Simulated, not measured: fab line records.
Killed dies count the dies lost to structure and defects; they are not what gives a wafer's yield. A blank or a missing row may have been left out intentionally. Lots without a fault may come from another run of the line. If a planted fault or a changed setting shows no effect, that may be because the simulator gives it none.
Matching of chambers / flow n5-finfet / 3 sister chambers for N5_GATE_CUT_PECVD_57 on pecvd-03
The step deposits SiNx from SiH4/NH3/N2, target thk 21 nm. 3 wafers are shown with their chamber, then 7 later ones without.

WAFERS PAIRED WITH THEIR CHAMBERS
wafer=L083.2; chamber=1; showerhead-plenum-p-Torr (Torr)=5.22
wafer=L083.3; chamber=0; showerhead-plenum-p-Torr (Torr)=5.09
wafer=L084.5; chamber=2; showerhead-plenum-p-Torr (Torr)=5.19

WAFERS WITH NO CHAMBER GIVEN
wafer=L084.6; showerhead-plenum-p-Torr (Torr)=5.23
wafer=L087.1; showerhead-plenum-p-Torr (Torr)=5.18
wafer=L087.3; showerhead-plenum-p-Torr (Torr)=5.21
wafer=L087.5; showerhead-plenum-p-Torr (Torr)=5.20
wafer=L097.1; showerhead-plenum-p-Torr (Torr)=5.19
wafer=L097.3; showerhead-plenum-p-Torr (Torr)=5.22
wafer=L097.5; showerhead-plenum-p-Torr (Torr)=5.19

CHAMBER TAKEN BY EACH
wafer=L084.6; from the rows above=1; in truth=1
wafer=L087.1; from the rows above=2; in truth=2
wafer=L087.3; from the rows above=can't be placed: 1 or 2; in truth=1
wafer=L087.5; from the rows above=can't be placed: 2 or 1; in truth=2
wafer=L097.1; from the rows above=2; in truth=2
wafer=L097.3; from the rows above=1; in truth=1
wafer=L097.5; from the rows above=2; in truth=2
Correctly placed: 5 of 7. From these rows, 2 cannot be placed; in 2 the true chamber is one of the candidates. Wrongly placed: 0.
How it was worked out, from the rows above alone: a wafer's distance from a chamber is the root of the sum, over the readings, of the square of ((its reading less the chamber's mean) divided by the reading's scatter). If the next closest chamber is less than 2 further off than the closest, the wafer can't be placed; otherwise it belongs to the closest. For every chamber, the mean is computed from those of its wafers that are shown. The scatter: with one shown wafer a chamber, the root of the mean of the squares of how far each hidden wafer lies from its nearest shown one.
